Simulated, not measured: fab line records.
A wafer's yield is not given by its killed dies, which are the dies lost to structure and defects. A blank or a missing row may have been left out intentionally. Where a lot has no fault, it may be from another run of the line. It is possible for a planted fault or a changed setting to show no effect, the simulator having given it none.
The tool behind it: which one? ; flow nand-harc ; Sampling: 13 lots, 39 wafers, 6 of 1302 route steps

## WHAT THE GAUGES READ, wafer by wafer
NHARC_A_ZERO_WELL_CD_MEAS_10: target cd 2000 nm.
lot;measured;on;cd-nm (nm)
L362;day 6 14:05;cd-sem-01;2001.9 2000.9 1996.7
L363;day 7 04:35;cd-sem-02;1998.7 2000.1 1995.0
L364;day 7 13:52;cd-sem-01;1999.6 2001.4 1995.5
L365;day 8 02:26;cd-sem-03;1999.7 2001.2 2006.5
L368;day 9 01:58;cd-sem-02;2000.9 1995.7 1999.5
L370;day 9 22:40;cd-sem-02;2000.7 1995.2 2000.8
L369;day 9 23:39;cd-sem-02;2000.6 2000.5 2002.4
L371;day 10 14:56;cd-sem-02;2000.8 2000.0 1994.8
L372;day 11 00:43;cd-sem-02;1999.9 1998.4 1999.6
L373;day 11 06:43;cd-sem-03;1994.8 1998.5 2000.3
L379;day 13 22:40;cd-sem-01;1999.8 1998.5 2002.6
L381;day 14 20:15;cd-sem-02;2001.3 1997.3 1999.9
L384;day 15 20:52;cd-sem-03;1999.4 1995.5 1997.4

NHARC_A_ONON_D1_THK_MEAS_08: measures by ellipsometry.
lot;measured;on;thk-nm (nm)
L362;day 7 14:08;film-metro-02;1011 1010 1011
L363;day 8 04:05;film-metro-01;990 990 991
L364;day 8 13:40;film-metro-02;995 996 996
L365;day 9 02:00;film-metro-02;999 997 998
L368;day 10 00:43;film-metro-01;1016 1015 1015
L370;day 10 23:27;film-metro-01;1006 1009 1005
L369;day 10 23:26;film-metro-02;999 997 1001
L371;day 11 16:07;film-metro-02;1015 1016 1015
L372;day 12 00:14;film-metro-01;994 994 996
L373;day 12 06:07;film-metro-02;979 979 978
L379;day 15 00:01;film-metro-01;843 842 842
L381;day 15 19:19;film-metro-02;827 830 827
L384;day 16 22:42;film-metro-01;987 988 989

NHARC_END_SORT_01.
lot;measured;on;killed-at-array;killed-at-other;killed-at-periphery;killed-dies;killed-open;killed-short
L379;day 31 18:04;prober-01;675 676 673;0 0 0;2 1 4;677 677 677;2 2 4;4 2 1
L381;day 32 19:23;prober-01;675 673 673;0 0 0;2 4 4;677 677 677;3 5 1;3 2 2

## TOOL THAT RAN EACH LOT (tool first, then ch and the chambers of the sampled wafers, then the start)
lot;NHARC_P_BONDPAD_CMP_19;NHARC_A_ONON_D1_DEP_06;NHARC_A_CHANNEL_HOLE_D1_DEP_01
L362;cmp-01 ch 0,2, day 6 12:16;pecvd-onon-04 ch 0, day 7 13:38;pecvd-02 ch 0,1,2, day 8 04:02
L363;cmp-03 ch 0,1,2, day 7 02:44;pecvd-onon-04 ch 0, day 8 03:38;pecvd-01 ch 1,2, day 9 00:53
L364;cmp-01 ch 0,1,3, day 7 12:10;pecvd-onon-04 ch 0, day 8 13:10;pecvd-01 ch 0,2, day 9 10:38
L365;cmp-02 ch 2,3, day 8 00:37;pecvd-onon-01 ch 0, day 9 01:34;pecvd-02 ch 0,1, day 9 16:44
L368;cmp-02 ch 1,3, day 9 00:07;pecvd-onon-04 ch 0, day 10 00:10;pecvd-01 ch 0,2, day 10 15:40
L370;cmp-02 ch 1,2, day 9 20:49;pecvd-onon-02 ch 0, day 10 22:59;pecvd-04 ch 0,2, day 11 19:24
L369;cmp-02 ch 1,3, day 9 21:49;pecvd-onon-04 ch 0, day 10 22:56;pecvd-02 ch 1,2, day 11 20:25
L371;cmp-03 ch 0,1,3, day 10 13:04;pecvd-onon-04 ch 0, day 11 15:43;pecvd-01 ch 1,2, day 12 11:50
L372;cmp-03 ch 0,2,3, day 10 22:53;pecvd-onon-04 ch 0, day 11 23:43;pecvd-01 ch 0,1, day 12 15:37
L373;cmp-02 ch 0,3, day 11 05:00;pecvd-onon-02 ch 0, day 12 05:36;pecvd-02 ch 0,2, day 12 20:26
L379;cmp-01 ch 0,1, day 13 20:50;pecvd-onon-04 ch 0, day 14 23:34;-
L381;cmp-02 ch 0,3, day 14 18:25;pecvd-onon-04 ch 0, day 15 18:55;-
L384;cmp-01 ch 0,1,3, day 15 19:11;pecvd-onon-02 ch 0, day 16 22:18;pecvd-04 ch 0,1, day 17 13:04
- NHARC_P_BONDPAD_CMP_19: polishes, t overpolish 30 s, cu recess touch 16 s, target thk 160.81 nm.
- NHARC_A_ONON_D1_DEP_06: target thk 1000 nm.
- NHARC_A_CHANNEL_HOLE_D1_DEP_01: deposits SiON, target thk 140 nm.

## WHAT THE TOOLS THEMSELVES READ (means of the sampled wafers that have a number; where no wafer has one, the mark that the record gives instead)
NHARC_P_BONDPAD_CMP_19.
lot;tool;motor-current-A (A);overpolish-run-s (s)
L362;cmp-01;12.9;29.997
L363;cmp-03;12.0;29.995
L364;cmp-01;12.2;30.008
L365;cmp-02;11.2;30.000
L368;cmp-02;10.9;29.997
L370;cmp-02;11.2;30.010
L369;cmp-02;11.1;29.997
L371;cmp-03;12.4;29.986
L372;cmp-03;12.2;30.003
L373;cmp-02;12.0;29.991
L379;cmp-01;11.9;29.999
L381;cmp-02;13.4;29.995
L384;cmp-01;11.9;29.988

NHARC_A_ONON_D1_DEP_06.
lot;tool;sih4-flow-sccm (sccm)
L362;pecvd-onon-04;209.5
L363;pecvd-onon-04;210.5
L364;pecvd-onon-04;209.6
L365;pecvd-onon-01;210.3
L368;pecvd-onon-04;209.0
L370;pecvd-onon-02;210.9
L369;pecvd-onon-04;209.6
L371;pecvd-onon-04;210.7
L372;pecvd-onon-04;208.9
L373;pecvd-onon-02;209.8
L379;pecvd-onon-04;209.8
L381;pecvd-onon-04;209.9
L384;pecvd-onon-02;210.4

NHARC_A_CHANNEL_HOLE_D1_DEP_01.
lot;tool;heater-power-w (W)
L362;pecvd-02;764
L363;pecvd-01;810
L364;pecvd-01;792
L365;pecvd-02;795
L368;pecvd-01;768
L370;pecvd-04;656
L369;pecvd-02;691
L371;pecvd-01;741
L372;pecvd-01;829
L373;pecvd-02;759
L384;pecvd-04;621

## THE ANSWER, worked out from the rows above alone
Rule: the usual values come from the lots themselves. The widest of any qualifying gaps counts: lots, ordered by their means at a reading, are off when they make up no more than a third of the lots, leave a main group of 4 or more, and stand apart from it by 3 or more times the standard deviation of that group's means. A main group whose means are all the same, to the digits that the tables above print for the reading, isn't used. A lot without any number at a reading at which 4 lots or more have one is off too. Where the step has rows for the other lots, those lots are counted as sound. First the gauges in route order, then the tools' own readings, where a lot's mean is used as printed above. The first step at which some lot is off is used, and at that step the reading that is off furthest; a lot without a number counts as furthest.
Off: L379, L381 (NHARC_A_ONON_D1_THK_MEAS_08, thk-nm). Mean 999 nm and standard deviation 11 in the main group.
A tool fits if, at a process step before that reading, it ran every lot that is off, and no sound lot after the first of them. The gauges at NHARC_A_ONON_D1_THK_MEAS_08 are tried like those tools. One fits: NHARC_A_ONON_D1_DEP_06 on pecvd-onon-04. Its last sound lot is L372 (day 11 23:43), its first lot that is off L379 (day 14 23:34): a fault that began between those two fits.

## WHAT THE SIMULATOR HAD INSERTED
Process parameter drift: pecvd-onon-04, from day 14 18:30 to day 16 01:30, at NHARC_A_ONON_D1_DEP_06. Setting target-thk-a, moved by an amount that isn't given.
Lots struck among those shown: L379, L381. The rule above reached the same finding.
